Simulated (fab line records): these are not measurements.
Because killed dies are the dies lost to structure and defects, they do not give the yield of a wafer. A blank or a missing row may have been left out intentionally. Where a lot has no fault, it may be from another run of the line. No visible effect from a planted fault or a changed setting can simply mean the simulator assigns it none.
Chamber matching	flow n5Finfet	N5_BEOL_M3_DEP_57 on pecvd-01 has 3 sister chambers
The step deposits SiCN from 3MS/NH3, target thk 8 nm, time 14 s. 6 wafers are shown with their chamber, then 9 later ones without.

WAFERS PAIRED WITH THEIR CHAMBERS
wafer	chamber	throttleValvePct (%)	showerheadPlenumPTorr (Torr)
L080.3	1	10.5	3.657
L087.4	2	8.6	3.676
L087.6	1	10.3	3.659
L088.1	0	9.1	3.671
L088.4	0	9.2	3.656
L088.6	2	8.8	3.677

WAFERS MISSING THEIR CHAMBER
wafer	throttleValvePct (%)	showerheadPlenumPTorr (Torr)
L091.2	8.6	3.679
L091.3	9.1	3.662
L091.4	9.2	3.660
L092.2	8.7	3.677
L092.4	8.5	3.671
L092.5	9.2	3.655
L097.1	9.3	3.661
L097.2	10.6	3.654
L097.5	9.4	3.657

EACH ONE'S CHAMBER
wafer	from the rows above	in truth
L091.2	2	2
L091.3	0	0
L091.4	0	0
L092.2	2	2
L092.4	2	2
L092.5	0	0
L097.1	0	0
L097.2	1	1
L097.5	0	0
Placed correctly: 9 of 9. Not placeable from these rows: 0. 0 placed wrongly.
How it was worked out, from the rows above alone: a wafer's distance from a chamber is the root of the sum, over the readings, of the square of ((its reading less the chamber's mean) divided by the reading's scatter). If the next closest chamber is less than 2 further off than the closest, the wafer can't be placed; otherwise it belongs to the closest. Each chamber's mean is taken over the wafers shown for it. The scatter is the square root of a quotient: the sum, over the shown wafers, of each reading's squared deviation from its chamber's mean, divided by wafers minus chambers.
